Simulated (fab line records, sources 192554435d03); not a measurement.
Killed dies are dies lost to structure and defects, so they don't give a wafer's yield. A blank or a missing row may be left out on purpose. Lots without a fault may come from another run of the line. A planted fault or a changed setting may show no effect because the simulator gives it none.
fab line records | flow n5_finfet
record lots=11 wafers=29 last_day=16
route steps=1938 shown BEOL_M3@998 BEOL_M4@1111 PASSIVATION@1936
lots that met no fault: from a run of the same line without faults
start_h: hours from the record's first day to the start of the lot's first wafer shown | wait_h: hours since the lot's step before | " the same as in the row above | L1.1+2: a row that stands for several wafers | - no value, or no start given | * or withheld: withheld | < > ~ a bound
route shown NAME@n: a module of which the file shows steps, and the number in the route of the first | usual: mean/standard deviation of fault-free wafers | same: alike in all rows | chamber/n: place in a boat | sites: the reading at each site | _std_site: their standard deviation | _edge_site: outer sites' mean less inner sites' | radius_mm: how far each site lies from the wafer's centre | mask NAME#n: copy n | behind: the tool/chamber that last shaped the wafer | hold: why the lot was held/for how many hours/how that ended | device: the transistor (n, p or np) that didn't switch | end of line: the same wafers' tests at the end of the route | a step without rows: its recipe alone | killed: dies lost to structure and defects at the first sort, not the wafer's yield | map: a wafer's dies, x killed, . not, _ none there
set.NAME: the setting as run; set.NAME@STEP: as run at that earlier step | model.NAME: the simulator's own value behind a step, which no gauge read
steps of the route over a sample of lots; a table a step, a row a wafer
## steps
# step N5_BEOL_M3_SPUTTER_81
# recipe material=Cu target_thk_a=45 temp_c=-20 chamber_pressure_pa=0.07 power_w=withheld time_s=8.29
# usual chamber_pressure_pa=0.06999/0.00014 throttle_valve_pct=29.7/0.83
# columns lot.wafer tool chamber start_h wait_h chamber_pressure_pa throttle_valve_pct
L491.2 pvd_sputter-02 - 160.19 0.1 0.07 29.2
L491.5 " - " " 0.06986 30.7
L491.6 " - " " 0.07016 29.2
L493.2 pvd_sputter-03 - 166.20 0.1 0.07008 29.7
L493.4 " - " " 0.07022 29.9
L493.6 " - " " 0.06994 30.7
L490.1 pvd_sputter-02 - 174.83 0.1 0.0701 28.9
L490.3 " - " " 0.06995 29.2
L490.5 " - " " 0.06995 29.6
L495.1 pvd_sputter-02 - 179.96 0.1 0.06992 29.5
L495.5 " - " " 0.07021 30.6
L497.1 pvd_sputter-03 - 192.80 0.1 0.06997 28.9
L497.4 " - " " 0.0698 29.5
L497.5 " - " " 0.06994 29.0
L503.1 pvd_sputter-02 - 235.56 0.1 0.06988 29.3
L503.6 " - " " 0.06994 29.7
L504.4 pvd_sputter-02 - 238.82 0.1 0.07003 30.4
L504.5 " - " " 0.07 29.2
L504.6 " - " " 0.07021 30.6
L505.2 pvd_sputter-01 - 246.31 0.1 0.07004 29.8
L505.6 " - " " 0.07016 27.5
L507.2 pvd_sputter-03 - 255.00 0.1 0.06993 30.3
L507.5 " - " " 0.06983 30.2
L507.6 " - " " 0.07004 29.4
L506.2 pvd_sputter-02 - 255.15 0.1 0.06987 29.3
L506.3 " - " " 0.07013 30.5
L506.5 " - " " 0.06975 30.6
L510.2 pvd_sputter-03 - 271.82 0.1 0.06999 29.1
L510.3 " - " " 0.07017 30.5
# step N5_BEOL_M3_ANNEAL_82
# recipe temp_c=400 time_s=240 ambient=vacuum
# usual heater_power_w=817/74 susceptor_temp_C=399.99/0.21
# columns lot.wafer tool chamber start_h wait_h heater_power_w susceptor_temp_C
L491.2 pvd_sputter-02 - 160.27 0.0 850 399.92
L491.5 " - " " 752 400.43
L491.6 " - " " 788 399.93
L493.2 pvd_sputter-03 - 166.28 0.0 843 399.79
L493.4 " - " " 853 399.80
L493.6 " - " " 917 400.17
L490.1 pvd_sputter-02 - 174.91 0.0 781 400.00
L490.3 " - " " 854 399.89
L490.5 " - " " 841 399.96
L495.1 pvd_sputter-02 - 180.04 0.0 844 399.66
L495.5 " - " " 745 400.04
L497.1 pvd_sputter-03 - 192.88 0.0 674 400.31
L497.4 " - " " 839 400.05
L497.5 " - " " 666 399.90
L503.1 pvd_sputter-02 - 235.64 0.0 834 399.79
L503.6 " - " " 853 399.96
L504.4 pvd_sputter-02 - 238.90 0.0 748 400.22
L504.5 " - " " 861 400.13
L504.6 " - " " 900 400.06
L505.2 pvd_sputter-01 - 246.39 0.0 663 399.81
L505.6 " - " " 851 400.07
L507.2 pvd_sputter-03 - 255.08 0.0 836 400.04
L507.5 " - " " 831 400.40
L507.6 " - " " 866 399.68
L506.2 pvd_sputter-02 - 255.23 0.0 857 400.13
L506.3 " - " " 902 399.95
L506.5 " - " " 901 400.06
L510.2 pvd_sputter-03 - 271.90 0.0 682 400.14
L510.3 " - " " 897 399.88
# step N5_BEOL_M3_ANNEAL_89
# recipe temp_c=400 time_s=240 ambient=vacuum
# usual heater_power_w=816/76 susceptor_temp_C=400.03/0.22
# columns lot.wafer tool chamber start_h wait_h heater_power_w susceptor_temp_C
L491.2 pvd_sputter-02 - 160.71 0.0 861 399.52
L491.5 " - " " 747 399.97
L491.6 " - " " 776 400.07
L493.2 pvd_sputter-03 - 166.72 0.0 861 400.10
L493.4 " - " " 828 400.16
L493.6 " - " " 907 399.68
L490.1 pvd_sputter-02 - 175.35 0.0 767 399.93
L490.3 " - " " 836 399.72
L490.5 " - " " 860 399.65
L495.1 pvd_sputter-02 - 180.48 0.0 861 400.24
L495.5 " - " " 744 400.31
L497.1 pvd_sputter-03 - 193.32 0.0 661 399.91
L497.4 " - " " 857 400.18
L497.5 " - " " 671 399.99
L503.1 pvd_sputter-02 - 236.08 0.0 843 399.60
L503.6 " - " " 849 400.17
L504.4 pvd_sputter-02 - 239.34 0.0 764 400.29
L504.5 " - " " 860 399.60
L504.6 " - " " 914 400.05
L505.2 pvd_sputter-01 - 246.83 0.0 662 399.97
L505.6 " - " " 839 399.99
L507.2 pvd_sputter-03 - 255.52 0.0 - -
L507.5 " - " " - -
L507.6 " - " " - -
L506.2 pvd_sputter-02 - 255.67 0.0 - -
L506.3 " - " " - -
L506.5 " - " " - -
L510.2 pvd_sputter-03 - 272.34 0.0 656 399.98
L510.3 " - " " 901 399.95
# step N5_BEOL_M3_ANNEAL_95
# recipe temp_c=400 time_s=240 ambient=vacuum
# usual heater_power_w=815/75 susceptor_temp_C=400.01/0.22
# columns lot.wafer tool chamber start_h wait_h heater_power_w susceptor_temp_C
L491.2 pvd_sputter-02 - 161.37 0.0 830 399.90
L491.5 " - " " 761 399.76
L491.6 " - " " 772 400.11
L493.2 pvd_sputter-03 - 167.38 0.0 836 400.08
L493.4 " - " " 850 400.01
L493.6 " - " " 894 399.95
L490.1 pvd_sputter-02 - 176.01 0.0 771 400.24
L490.3 " - " " 843 399.98
L490.5 " - " " 859 399.76
L495.1 pvd_sputter-02 - 181.14 0.0 867 400.50
L495.5 " - " " 753 400.34
L497.1 pvd_sputter-03 - 193.98 0.0 661 399.70
L497.4 " - " " 838 399.92
L497.5 " - " " 651 399.97
L503.1 pvd_sputter-02 - 236.74 0.0 857 400.25
L503.6 " - " " 853 399.82
L504.4 pvd_sputter-02 - 240.00 0.0 758 399.99
L504.5 " - " " 853 399.98
L504.6 " - " " 899 399.84
L505.2 pvd_sputter-01 - 247.49 0.0 670 399.97
L505.6 " - " " 839 400.33
L507.2 pvd_sputter-03 - 256.18 0.0 854 399.77
L507.5 " - " " 835 399.88
L507.6 " - " " 831 400.01
L506.2 pvd_sputter-02 - 256.33 0.0 834 400.16
L506.3 " - " " 936 399.71
L506.5 " - " " 901 400.10
L510.2 pvd_sputter-03 - 273.00 0.0 669 400.04
L510.3 " - " " 914 399.58
# step N5_BEOL_M4_RC_MEAS_101
# usual DIBL_N=36.9/2.1 DIBL_P=37.1/2.5 IOFF_N=0.17/0.039 IOFF_P=0.23/0.043 ION_N=673/15 ION_P=462/9.1 SS_N=71.8/0.69 SS_P=73.6/0.74 VT_N=250/3.6 VT_P=-249.7/2.9
# columns lot.wafer tool chamber start_h wait_h DIBL_N[mV/V] DIBL_P[mV/V] IOFF_N[nA/um] IOFF_P[nA/um] ION_N[uA/um] ION_P[uA/um] SS_N[mV/dec] SS_P[mV/dec] VT_N[mV] VT_P[mV]
L491.2 prober-02 0 177.83 0.2 35.1 37.0 0.16 0.24 691 474 71.2 74.0 251 -247.6
L491.5 " 0 " " 36.0 36.9 0.15 0.23 666 459 71.7 73.6 253 -248.0
L491.6 " 0 " " 34.3 35.4 0.14 0.20 674 464 71.2 73.3 249 -248.0
L493.2 prober-01 0 180.79 0.2 33.5 33.0 0.12 0.17 677 465 70.8 72.1 254 -252.8
L493.4 " 0 " " 35.6 35.0 0.15 0.19 665 453 71.1 72.9 249 -252.3
L493.6 " 0 " " 35.8 35.6 0.14 0.19 667 452 70.7 73.2 251 -250.6
L490.1 prober-01 0 185.58 0.0 37.9 37.0 0.18 0.19 674 447 71.8 73.2 248 -249.9
L490.3 " 0 " " 39.5 40.3 0.22 0.23 687 456 71.9 74.3 247 -250.1
L490.5 " 0 " " 37.5 36.5 0.16 0.17 664 444 72.2 73.8 253 -252.8
L495.1 prober-01 0 195.75 0.0 38.2 38.3 0.17 0.27 664 468 71.4 73.9 247 -245.9
L495.5 " 0 " " 40.7 40.6 0.23 0.31 681 468 72.2 74.6 247 -244.4
L497.1 prober-02 0 205.37 0.0 36.1 34.1 0.13 0.19 668 461 70.6 72.6 256 -251.9
L497.4 " 0 " " 36.6 36.1 0.14 0.22 676 470 71.1 72.7 251 -249.4
L497.5 " 0 " " 36.8 36.1 0.15 0.23 654 456 71.0 73.3 252 -248.9
L503.1 prober-01 0 250.85 0.0 36.4 37.1 0.15 0.22 675 465 72.1 73.7 253 -253.2
L503.6 " 0 " " 37.2 37.6 0.15 0.23 675 472 71.5 73.6 254 -250.4
L504.4 prober-01 0 257.96 0.5 38.0 37.7 0.16 0.23 663 456 71.7 73.1 253 -248.8
L504.5 " 0 " " 36.4 35.8 0.13 0.19 664 461 70.7 73.1 257 -252.7
L504.6 " 0 " " 38.3 39.0 0.18 0.26 683 469 71.3 74.0 250 -245.5
L505.2 prober-02 0 259.98 0.2 39.5 38.7 0.20 0.21 673 460 72.6 74.1 250 -253.2
L505.6 " 0 " " 37.3 38.4 0.16 0.21 678 463 71.5 73.8 250 -253.3
L507.2 prober-01 0 267.39 0.2 39.1 39.0 0.23 0.26 689 473 72.1 73.4 244 -245.7
L507.5 " 0 " " 35.9 36.4 0.16 0.21 673 457 71.3 73.0 250 -250.8
L507.6 " 0 " " 40.5 42.4 0.25 0.31 701 476 72.7 74.5 246 -247.9
L506.2 prober-01 0 272.54 0.2 40.2 41.3 0.22 0.28 700 472 72.7 73.9 248 -246.3
L506.3 " 0 " " 38.7 39.0 0.19 0.24 689 465 72.4 72.8 246 -249.5
L506.5 " 0 " " 40.3 41.2 0.20 0.27 695 474 72.6 73.8 246 -246.3
L510.2 prober-02 0 284.01 0.2 35.4 36.7 0.15 0.21 682 469 71.2 73.3 250 -251.0
L510.3 " 0 " " 37.2 37.4 0.17 0.22 679 463 71.5 74.3 250 -249.4
# step N5_PASSIVATION_PROBE_49
# usual defect_limited_yield=91.3/1.4 killed_at_M0_to_M3=32/9.5 killed_at_M4_up=14/5.2 killed_at_contacts=13/5.7 killed_at_front_end=41/12 killed_at_other=3.5/2.6 killed_dies=103/17 killed_on_rim=14/4 killed_open=68/14 killed_short=32/7 sort_bin_5_function=5.0/0.91 sort_bin_6_memory=3.3/0.7 sort_bin_8_speed=0.03/0.22 sort_n_pass=1076/17 sort_yield_pct=91.2/1.4
# same gross_dies=1180 killed_at_back_side=0 sort_bin_4_leakage[%]=0
# columns lot.wafer tool chamber start_h wait_h defect_limited_yield[%] killed_at_M0_to_M3 killed_at_M4_up killed_at_contacts killed_at_front_end killed_at_other killed_dies killed_on_rim killed_open killed_short sort_bin_5_function[%] sort_bin_6_memory[%] sort_bin_8_speed[%] sort_n_pass sort_yield_pct[%]
L491.2 prober-02 - 274.03 0.1 92.4 30 24 8 28 0 90 10 69 20 5.0 2.3 0 1090 92.4
L491.5 prober-02 - 274.18 0.2 91.9 44 18 12 18 3 95 14 61 33 5.1 2.6 0 1085 91.9
L491.6 prober-02 - 274.23 0.3 93.1 32 13 11 24 2 82 12 51 27 4.1 2.5 0.08 1098 93.1
L493.2 prober-02 - 279.29 0.1 89.4 44 11 7 62 1 125 17 69 46 6.4 3.1 0 1055 89.4
L493.4 prober-02 - 279.39 0.2 91.3 40 9 10 43 1 103 11 47 53 5.9 2.3 0 1077 91.3
L493.6 prober-02 - 279.49 0.3 92.1 32 10 8 42 1 93 15 60 28 4.1 3.6 0 1087 92.1
L490.1 prober-02 - 289.71 0.0 91.3 28 23 18 27 7 103 12 75 28 5.2 3.2 0 1077 91.3
L490.3 prober-02 - 289.81 0.1 91.0 22 17 23 42 2 106 13 72 32 4.7 3.6 0 1074 91.0
L490.5 prober-02 - 289.91 0.2 90.6 24 18 23 43 3 111 14 82 28 4.8 4.3 0 1069 90.6
L495.1 prober-02 - 294.23 0.0 89.7 33 14 14 56 4 121 9 95 26 6.3 3.8 0 1059 89.7
L495.5 prober-02 - 294.43 0.2 91.2 32 13 8 48 3 104 15 65 35 5.3 2.6 0 1076 91.2
L497.1 prober-01 - 304.74 0.0 94.3 22 5 6 29 5 67 12 41 26 3.5 2.0 0 1113 94.3
L497.4 prober-01 - 304.89 0.2 93.0 26 23 10 21 3 83 15 55 21 3.4 3.1 0 1097 93.0
L497.5 prober-01 - 304.94 0.2 92.7 35 16 10 22 3 86 6 61 23 3.8 3.1 0.08 1094 92.7
L503.1 prober-01 - 355.51 0.0 92.4 25 8 4 51 2 90 12 50 31 4.2 2.5 0 1090 92.4
L503.6 prober-01 - 355.76 0.3 92.9 23 7 12 40 2 84 13 52 29 4.2 2.5 0 1096 92.9
L505.2 prober-01 - 358.78 0.1 93.0 28 11 16 27 1 83 8 57 26 4.0 2.9 0 1097 93.0
L505.6 prober-01 - 358.98 0.3 92.5 21 17 15 34 2 89 11 56 33 4.4 2.9 0 1091 92.5
L504.4 prober-02 - 359.39 0.2 89.2 40 13 21 48 6 128 12 78 41 5.3 4.5 0 1052 89.2
L504.5 prober-02 - 359.44 0.2 88.1 40 11 21 62 7 141 22 84 54 6.2 5.0 0 1039 88.1
L504.6 prober-02 - 359.49 0.3 91.6 18 22 8 47 4 99 7 60 32 4.9 2.5 0 1081 91.6
L507.2 prober-02 - 364.78 0.1 93.0 30 8 7 34 4 83 8 42 40 3.5 3.1 0 1097 93.0
L507.5 prober-02 - 364.93 0.2 92.2 32 10 18 30 2 92 14 63 29 4.2 3.1 0 1088 92.2
L507.6 prober-02 - 364.98 0.3 92.2 35 13 10 29 5 92 12 54 36 5.2 2.2 0 1088 92.2
L506.2 prober-02 - 372.36 0.1 87.5 58 16 12 60 1 147 12 101 35 7.1 4.2 0 1033 87.5
L506.3 prober-02 - 372.41 0.2 93.1 30 11 8 32 0 81 13 54 26 4.3 2.5 0 1099 93.1
L506.5 prober-02 - 372.51 0.3 90.3 33 10 6 66 0 115 11 78 37 6.1 3.6 0 1065 90.3
L510.2 prober-01 - 378.13 0.1 91.7 25 11 4 56 2 98 14 69 28 5.3 2.5 0 1082 91.7
L510.3 prober-01 - 378.18 0.1 89.5 44 17 9 53 1 124 14 84 39 5.3 4.8 0 1056 89.5
# killed by level:class
L491.2 BEOL_M4:geometric_particle:open=14 BEOL_M3:geometric_particle:open=11 BEOL_M0_SAQP:geometric_particle:open=8 MOL_CONTACT_COAG:geometric_particle:open=6 STI_FIN_REVEAL:geometric_particle:open=5 DUMMY_GATE:geometric_particle:open=5 STARTING-WAFER:geometric_particle:short=4 GATE_CUT:geometric_particle:open=3
L491.5 BEOL_M1:geometric_particle:open=11 MOL_CONTACT_COAG:geometric_particle:open=10 BEOL_M4:geometric_particle:open=9 BEOL_M0_SAQP:geometric_particle:open=8 BEOL_M2:geometric_particle:open=6 BEOL_M2:geometric_particle:short=5 FIN_SAQP:geometric_particle:short=4 GATE_CUT:geometric_particle:short=4
L491.6 MOL_CONTACT_COAG:geometric_particle:open=9 BEOL_M2:geometric_particle:open=9 BEOL_M3:geometric_particle:open=7 BEOL_M4:geometric_particle:open=6 GATE_CUT:geometric_particle:open=5 BEOL_M0_SAQP:geometric_particle:short=4 STI_FIN_REVEAL:geometric_particle:short=3 GATE_CUT:geometric_particle:short=3
L493.2 FIN_SAQP:geometric_particle:open=16 BEOL_M0_SAQP:geometric_particle:open=16 BEOL_M0_SAQP:geometric_particle:short=13 FIN_SAQP:geometric_particle:short=12 HKMG_FIN:area_etch=9 BEOL_M3:geometric_particle:open=7 STARTING-WAFER:geometric_particle:open=6 STI_FIN_REVEAL:geometric_particle:open=5
L493.4 BEOL_M0_SAQP:geometric_particle:open=16 BEOL_M0_SAQP:geometric_particle:short=16 GATE_CUT:geometric_particle:short=12 MOL_CONTACT_COAG:geometric_particle:open=7 FIN_SAQP:geometric_particle:open=6 BEOL_M1:geometric_particle:short=6 GATE_CUT:geometric_particle:open=5 STARTING-WAFER:geometric_particle:short=4
L493.6 BEOL_M0_SAQP:geometric_particle:short=12 BEOL_M3:geometric_particle:open=9 FIN_SAQP:geometric_particle:short=7 FIN_SAQP:geometric_particle:open=7 MOL_CONTACT_COAG:geometric_particle:open=6 DUMMY_GATE:geometric_particle:open=5 BEOL_M0_SAQP:geometric_particle:open=5 BEOL_M4:geometric_particle:open=4
L490.1 MOL_CONTACT_COAG:geometric_particle:open=16 BEOL_M0_SAQP:geometric_particle:short=7 BEOL_M4:geometric_particle:open=7 STI_FIN_REVEAL:geometric_particle:open=6 BEOL_M0:geometric_particle:open=5 BEOL_M2:geometric_particle:open=5 BEOL_M5:geometric_particle:open=5 MIM_TOP_ETCH:geometric_particle:open=5
L490.3 MOL_CONTACT_COAG:geometric_particle:open=21 FIN_SAQP:geometric_particle:short=9 STI_FIN_REVEAL:geometric_particle:open=7 DUMMY_GATE:geometric_particle:open=5 GATE_CUT:geometric_particle:short=5 BEOL_M2:geometric_particle:open=5 BEOL_M3:geometric_particle:open=5 BEOL_M4:geometric_particle:open=5
L490.5 MOL_CONTACT_COAG:geometric_particle:open=18 STI_FIN_REVEAL:geometric_particle:open=11 BEOL_M3:geometric_particle:open=10 FIN_SAQP:geometric_particle:open=9 BEOL_M4:geometric_particle:open=8 FIN_SAQP:geometric_particle:short=6 MOL_CONTACT_COAG:geometric_particle:short=5 BEOL_M1:geometric_particle:open=4
L495.1 STI_FIN_REVEAL:geometric_particle:open=22 MOL_CONTACT_COAG:geometric_particle:open=12 BEOL_M1:geometric_particle:open=11 DUMMY_GATE:geometric_particle:open=10 BEOL_M3:geometric_particle:open=7 FIN_SAQP:geometric_particle:short=6 FIN_SAQP:geometric_particle:open=5 BEOL_M2:geometric_particle:open=4
L495.5 STI_FIN_REVEAL:geometric_particle:open=10 BEOL_M0_SAQP:geometric_particle:short=9 FIN_SAQP:geometric_particle:open=8 FIN_SAQP:geometric_particle:short=7 MOL_CONTACT_COAG:geometric_particle:open=7 BEOL_M4:geometric_particle:open=6 STARTING-WAFER:geometric_particle:short=6 BEOL_M1:geometric_particle:open=5
L497.1 FIN_SAQP:geometric_particle:open=10 MOL_CONTACT_COAG:geometric_particle:open=5 BEOL_M2:geometric_particle:short=5 STARTING-WAFER:geometric_particle:open=5 BEOL_M0_SAQP:geometric_particle:short=4 BEOL_M3:geometric_particle:open=4 PASS1_DEP:geometric_particle:short=4 DUMMY_GATE:geometric_particle:open=3
L497.4 BEOL_M4:geometric_particle:open=15 MOL_CONTACT_COAG:geometric_particle:open=8 BEOL_M3:geometric_particle:open=6 HKMG_FIN:area_etch=6 BEOL_M1:geometric_particle:open=5 FIN_SAQP:geometric_particle:short=4 BEOL_M0_SAQP:geometric_particle:open=4 BEOL_M2:geometric_particle:open=4
L497.5 BEOL_M3:geometric_particle:open=12 MOL_CONTACT_COAG:geometric_particle:open=7 BEOL_M2:geometric_particle:open=7 BEOL_M0_SAQP:geometric_particle:open=5 STARTING-WAFER:geometric_particle:open=5 GATE_CUT:geometric_particle:open=4 BEOL_M0_SAQP:geometric_particle:short=4 BEOL_M4:geometric_particle:open=4
L503.1 FIN_SAQP:geometric_particle:short=12 FIN_SAQP:geometric_particle:open=8 HKMG_FIN:area_etch=8 STI_FIN_REVEAL:geometric_particle:open=7 BEOL_M0_SAQP:geometric_particle:open=6 BEOL_M3:geometric_particle:open=6 DUMMY_GATE:geometric_particle:open=5 BEOL_M0_SAQP:geometric_particle:short=4
L503.6 FIN_SAQP:geometric_particle:short=14 FIN_SAQP:geometric_particle:open=11 MOL_CONTACT_COAG:geometric_particle:open=9 DUMMY_GATE:geometric_particle:open=5 BEOL_M2:geometric_particle:open=5 BEOL_M1:geometric_particle:open=4 GATE_CUT:geometric_particle:short=3 MOL_CONTACT_COAG:geometric_particle:short=3
L505.2 MOL_CONTACT_COAG:geometric_particle:open=13 FIN_SAQP:geometric_particle:open=6 BEOL_M1:geometric_particle:open=6 BEOL_M4:geometric_particle:open=5 ILD0:geometric_particle:open=5 BEOL_M3:geometric_particle:open=5 FIN_SAQP:geometric_particle:short=4 BEOL_M0_SAQP:geometric_particle:short=4
L505.6 MOL_CONTACT_COAG:geometric_particle:open=13 BEOL_M0_SAQP:geometric_particle:short=6 BEOL_M4:geometric_particle:short=6 FIN_SAQP:geometric_particle:open=5 FIN_SAQP:geometric_particle:short=4 STI_FIN_REVEAL:geometric_particle:open=4 DUMMY_GATE:geometric_particle:short=4 DUMMY_GATE:geometric_particle:open=3
L504.4 MOL_CONTACT_COAG:geometric_particle:open=20 BEOL_M0_SAQP:geometric_particle:short=17 FIN_SAQP:geometric_particle:open=9 HKMG_FIN:area_etch=9 GATE_CUT:geometric_particle:open=8 BEOL_M0_SAQP:geometric_particle:open=7 BEOL_M0:geometric_particle:open=7 BEOL_M4:geometric_particle:open=7
L504.5 MOL_CONTACT_COAG:geometric_particle:open=14 FIN_SAQP:geometric_particle:open=13 FIN_SAQP:geometric_particle:short=12 BEOL_M0_SAQP:geometric_particle:short=10 BEOL_M0_SAQP:geometric_particle:open=10 GATE_CUT:geometric_particle:short=8 BEOL_M2:geometric_particle:open=8 MOL_CONTACT_COAG:geometric_particle:short=7
L504.6 BEOL_M4:geometric_particle:open=16 FIN_SAQP:geometric_particle:open=13 HKMG_FIN:area_etch=7 GATE_CUT:geometric_particle:short=6 BEOL_M0_SAQP:geometric_particle:short=6 STI_FIN_REVEAL:geometric_particle:open=5 FIN_SAQP:geometric_particle:short=4 ILD0:geometric_particle:open=4
L507.2 BEOL_M0_SAQP:geometric_particle:short=10 STI_FIN_REVEAL:geometric_particle:open=7 BEOL_M0_SAQP:geometric_particle:open=7 BEOL_M2:geometric_particle:short=6 GATE_CUT:geometric_particle:short=4 STI_FIN_REVEAL:geometric_particle:short=4 MOL_CONTACT_COAG:geometric_particle:open=4 BEOL_M4:geometric_particle:open=4
L507.5 MOL_CONTACT_COAG:geometric_particle:open=15 BEOL_M0_SAQP:geometric_particle:open=13 BEOL_M0_SAQP:geometric_particle:short=8 FIN_SAQP:geometric_particle:short=6 FIN_SAQP:geometric_particle:open=4 STI_FIN_REVEAL:geometric_particle:open=4 BEOL_M1:geometric_particle:open=4 BEOL_M4:geometric_particle:open=4
L507.6 BEOL_M0_SAQP:geometric_particle:open=10 BEOL_M2:geometric_particle:short=8 MOL_CONTACT_COAG:geometric_particle:open=7 BEOL_M4:geometric_particle:open=7 STI_FIN_REVEAL:geometric_particle:open=6 BEOL_M0_SAQP:geometric_particle:short=6 BEOL_M1:geometric_particle:open=6 SPACER0:geometric_particle:short=5
L506.2 BEOL_M0_SAQP:geometric_particle:open=23 FIN_SAQP:geometric_particle:open=18 BEOL_M0_SAQP:geometric_particle:short=16 STI_FIN_REVEAL:geometric_particle:open=14 MOL_CONTACT_COAG:geometric_particle:open=12 HKMG_FIN:area_etch=11 BEOL_M1:geometric_particle:open=5 BEOL_M2:geometric_particle:open=5
L506.3 STI_FIN_REVEAL:geometric_particle:open=9 BEOL_M1:geometric_particle:open=8 FIN_SAQP:geometric_particle:short=5 MOL_CONTACT_COAG:geometric_particle:open=5 BEOL_M3:geometric_particle:open=5 STARTING-WAFER:geometric_particle:open=5 BEOL_M3:geometric_particle:short=4 BEOL_M0_SAQP:geometric_particle:open=4
L506.5 STI_FIN_REVEAL:geometric_particle:open=32 BEOL_M0_SAQP:geometric_particle:open=10 BEOL_M0_SAQP:geometric_particle:short=7 STI_FIN_REVEAL:geometric_particle:short=5 GATE_CUT:geometric_particle:short=5 BEOL_M0:geometric_particle:open=5 MOL_CONTACT_COAG:geometric_particle:short=4 BEOL_M2:geometric_particle:open=4
L510.2 STI_FIN_REVEAL:geometric_particle:open=20 BEOL_M3:geometric_particle:open=10 FIN_SAQP:geometric_particle:short=9 BEOL_M4:geometric_particle:open=8 FIN_SAQP:geometric_particle:open=7 BEOL_M1:geometric_particle:open=5 GATE_CUT:geometric_particle:short=4 STARTING-WAFER:geometric_particle:open=4
L510.3 BEOL_M3:geometric_particle:open=24 STI_FIN_REVEAL:geometric_particle:open=16 FIN_SAQP:geometric_particle:short=10 BEOL_M4:geometric_particle:open=8 MOL_CONTACT_COAG:geometric_particle:open=7 BEOL_M1:geometric_particle:open=7 FIN_SAQP:geometric_particle:open=6 BEOL_M3:geometric_particle:short=5
## key
first_sign step=N5_BEOL_M3_ANNEAL_89 reading=tool_record direction=missing
effect none on later readings
met_at N5_BEOL_M3_ANNEAL_89
struck_lots L506,L507
baseline_loss step=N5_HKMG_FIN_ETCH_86 wafers=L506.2
not_acting_at N5_BEOL_M3_SPUTTER_81,N5_BEOL_M3_ANNEAL_82,N5_BEOL_M3_ANNEAL_95
onset_between 239.34 255.52
fault kind=skipped_step_whole tool=pvd_sputter-02,pvd_sputter-03 chamber=- onset_h=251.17 steps=N5_BEOL_M3_ANNEAL_89 scope=struck_lots_only
# baseline_loss: these wafers lose ten dies or more at that step, a loss of the line's own and not of a fault; the sort's usual values leave them out
